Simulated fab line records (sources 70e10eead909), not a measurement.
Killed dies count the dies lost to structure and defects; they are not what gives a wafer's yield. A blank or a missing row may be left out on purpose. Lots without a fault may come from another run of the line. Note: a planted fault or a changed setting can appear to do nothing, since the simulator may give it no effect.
Chamber matching -- flow nand-harc -- pecvd-03 running NHARC_A_M1_DEP_33: 3 sister chambers
The step deposits SiCN, target thk 30 nm. 3 wafers are shown with their chamber, then 7 later ones without.

WAFERS PAIRED WITH THEIR CHAMBERS
wafer,chamber,heater-power-w (W)
L082.4,1,510
L085.4,2,595
L085.5,0,453

WAFERS WITH NO CHAMBER GIVEN
wafer,heater-power-w (W)
L085.6,480
L091.1,475
L091.2,476
L091.3,594
L091.4,489
L091.5,484
L091.6,611

WHICH CHAMBER EACH ONE RAN IN
wafer,from the rows above,in truth
L085.6,can't be placed: 0 or 1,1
L091.1,can't be placed: 0 or 1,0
L091.2,can't be placed: 0 or 1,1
L091.3,2,2
L091.4,can't be placed: 1 or 0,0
L091.5,can't be placed: 1 or 0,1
L091.6,2,2
2 of 7 placed correctly. From these rows, 5 cannot be placed; in 5 the true chamber is one of the candidates. Placed wrongly: 0.
How it was worked out, from the rows above alone: a wafer's distance from a chamber is the root of the sum, over the readings, of the square of ((its reading less the chamber's mean) divided by the reading's scatter). The wafer belongs to the nearest chamber; if the next one is less than 2 further off, it can't be placed. Each chamber's mean is taken over the wafers shown for it. The scatter: with one shown wafer a chamber, the root of the mean of the squares of how far each hidden wafer lies from its nearest shown one.
